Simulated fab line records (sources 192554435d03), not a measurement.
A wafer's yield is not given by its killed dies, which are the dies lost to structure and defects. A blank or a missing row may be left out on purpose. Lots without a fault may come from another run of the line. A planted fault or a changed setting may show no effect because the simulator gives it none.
Split-lot experiment / flow n5_finfet / 21 wafers read across 7 lots, on a route 1938 steps long

## SPLIT DETAILS
At N5_BEOL_M2_EXPOSE_08 (exposes mask M2), the setting dose_mj was moved away from the recipe's 41.25 on 8 of the 21 wafers read, by -5.6% to +6.7%. All remaining wafers had this setting at the recipe value.

## FROM THE SPLIT TO THE READING: what the file shows between them, 11 steps
- N5_BEOL_M2_PEB_09: peb time 60 s
- N5_BEOL_M2_DEVELOP_10: develop time 30 s
- N5_BEOL_M2_CD_MEAS_11: target cd 16.79 nm
- N5_BEOL_M2_DESCUM_16: chemistry O2, time 7 s
- N5_BEOL_M2_ETCH_74: etches underlayer in N2/H2, target depth 6.5 nm, time 5.2 s
- N5_BEOL_M2_ETCH_63: etches SiARC in CF4, target depth 15.6 nm, time 26 s
- N5_BEOL_M2_ETCH_64: etches SOC in N2/H2, target depth 75 nm, overetch 22.5 nm, time 121.9 s
- N5_BEOL_M2_STRIP_65: strips in N2/H2
- N5_BEOL_M2_STRIP_75: strips in N2/H2
- N5_BEOL_M2_HM_OPEN_17: chemistry Cl2/BCl3, target TiN, target depth 20 nm, overetch 6 nm
- N5_BEOL_M2_STRIP_19: strips in O2

## THE READING
cd_nm, in nm, at N5_BEOL_M2_CD_MEAS_18 (pitch 36 nm, target cd 18 nm). A value of 18.01 nm with a standard deviation of 0.3 nm is what fault-free wafers of this fab line usually give.

wafer=L079.2; tool, chamber at the split=euv_scanner-02, 0; dose_mj as run=43.62; against the recipe=+5.7%; cd_nm, nm=19.21; against lot-mates on the recipe=+1.14
wafer=L079.4; tool, chamber at the split=euv_scanner-02, 0; dose_mj as run=43.62; against the recipe=+5.7%; cd_nm, nm=19.14; against lot-mates on the recipe=+1.07
wafer=L079.5; tool, chamber at the split=euv_scanner-02, 0; dose_mj as run=41.25; against the recipe=recipe; cd_nm, nm=18.07; against lot-mates on the recipe=-
wafer=L082.2; tool, chamber at the split=euv_scanner-02, 0; dose_mj as run=41.25; against the recipe=recipe; cd_nm, nm=17.60; against lot-mates on the recipe=-
wafer=L082.4; tool, chamber at the split=euv_scanner-02, 0; dose_mj as run=41.25; against the recipe=recipe; cd_nm, nm=18.43; against lot-mates on the recipe=-
wafer=L082.5; tool, chamber at the split=euv_scanner-02, 0; dose_mj as run=38.92; against the recipe=-5.6%; cd_nm, nm=16.83; against lot-mates on the recipe=-1.19
wafer=L084.1; tool, chamber at the split=euv_scanner-02, 0; dose_mj as run=41.25; against the recipe=recipe; cd_nm, nm=17.70; against lot-mates on the recipe=-
wafer=L084.4; tool, chamber at the split=euv_scanner-02, 0; dose_mj as run=43.44; against the recipe=+5.3%; cd_nm, nm=19.04; against lot-mates on the recipe=+1.05
wafer=L084.6; tool, chamber at the split=euv_scanner-02, 0; dose_mj as run=41.25; against the recipe=recipe; cd_nm, nm=18.29; against lot-mates on the recipe=-
wafer=L080.1; tool, chamber at the split=euv_scanner-02, 0; dose_mj as run=41.25; against the recipe=recipe; cd_nm, nm=18.16; against lot-mates on the recipe=-
wafer=L080.2; tool, chamber at the split=euv_scanner-02, 0; dose_mj as run=41.25; against the recipe=recipe; cd_nm, nm=17.60; against lot-mates on the recipe=-
wafer=L080.6; tool, chamber at the split=euv_scanner-02, 0; dose_mj as run=41.25; against the recipe=recipe; cd_nm, nm=18.46; against lot-mates on the recipe=-
wafer=L092.1; tool, chamber at the split=euv_scanner-01, 0; dose_mj as run=41.25; against the recipe=recipe; cd_nm, nm=17.97; against lot-mates on the recipe=-
wafer=L092.2; tool, chamber at the split=euv_scanner-01, 0; dose_mj as run=41.25; against the recipe=recipe; cd_nm, nm=18.20; against lot-mates on the recipe=-
wafer=L092.5; tool, chamber at the split=euv_scanner-01, 0; dose_mj as run=41.25; against the recipe=recipe; cd_nm, nm=18.14; against lot-mates on the recipe=-
wafer=L091.1; tool, chamber at the split=euv_scanner-01, 0; dose_mj as run=41.25; against the recipe=recipe; cd_nm, nm=18.20; against lot-mates on the recipe=-
wafer=L091.3; tool, chamber at the split=euv_scanner-01, 0; dose_mj as run=43.52; against the recipe=+5.5%; cd_nm, nm=19.02; against lot-mates on the recipe=+0.82
wafer=L091.4; tool, chamber at the split=euv_scanner-01, 0; dose_mj as run=43.52; against the recipe=+5.5%; cd_nm, nm=18.66; against lot-mates on the recipe=+0.46
wafer=L097.2; tool, chamber at the split=euv_scanner-01, 0; dose_mj as run=44.03; against the recipe=+6.7%; cd_nm, nm=19.78; against lot-mates on the recipe=+1.69
wafer=L097.5; tool, chamber at the split=euv_scanner-01, 0; dose_mj as run=41.25; against the recipe=recipe; cd_nm, nm=18.09; against lot-mates on the recipe=-
wafer=L097.6; tool, chamber at the split=euv_scanner-01, 0; dose_mj as run=44.03; against the recipe=+6.7%; cd_nm, nm=19.50; against lot-mates on the recipe=+1.41

FIT RESULTS
A straight line over all 21 wafers: cd_nm changes by +0.199 nm for each +1% of dose_mj; r = +0.93; the points scatter about the line by 0.27 nm.
The same after taking each lot's own level away (the mean of its wafers on the recipe; 21 wafers): +0.193 nm for each +1%; r = +0.92; scatter 0.28 nm.
According to that fit, moving dose_mj by its largest amount changes the reading by 1.3 nm.
The span of the lots' own levels, 17.995 to 18.200 nm, comes to 0.7 times the standard deviation stated above.
The two slopes are in agreement: the lot-to-lot level therefore moves the slope only a little.
Check: for one of the wafers moved furthest among these (+6.7%), held out of the fit, the line's prediction against its lot-mates is +1.2 nm. It came out at +1.69 nm against them.

## THE WHOLE CHAIN: every reading that the file lists as answering this split, in the file's order
step=N5_BEOL_M2_CD_MEAS_11; what it does=target cd 16.79 nm; reading=cd_nm; change (the file's fit)=+0.211 nm for each +1% of the setting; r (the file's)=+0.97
step=N5_BEOL_M2_ETCH_74; what it does=etches underlayer in N2/H2, target depth 6.5 nm, time 5.2 s; reading=BEOL_M2.cd_offset_nm (the simulator's own value, which no gauge read); change (the file's fit)=+0.196 nm for each +1% of the setting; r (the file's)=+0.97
step=N5_BEOL_M2_ETCH_63; what it does=etches SiARC in CF4, target depth 15.6 nm, time 26 s; reading=BEOL_M2.cd_offset_nm (the simulator's own value, which no gauge read); change (the file's fit)=+0.186 nm for each +1% of the setting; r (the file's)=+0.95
step=N5_BEOL_M2_ETCH_64; what it does=etches SOC in N2/H2, target depth 75 nm, overetch 22.5 nm, time 121.9 s; reading=BEOL_M2.cd_offset_nm (the simulator's own value, which no gauge read); change (the file's fit)=+0.173 nm for each +1% of the setting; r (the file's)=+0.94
step=N5_BEOL_M2_CD_MEAS_18; what it does=pitch 36 nm, target cd 18 nm; reading=cd_nm; change (the file's fit)=+0.193 nm for each +1% of the setting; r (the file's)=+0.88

## FILE'S OWN FIT
cd_nm changes by +0.193 nm for each +1% of dose_mj, r = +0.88.
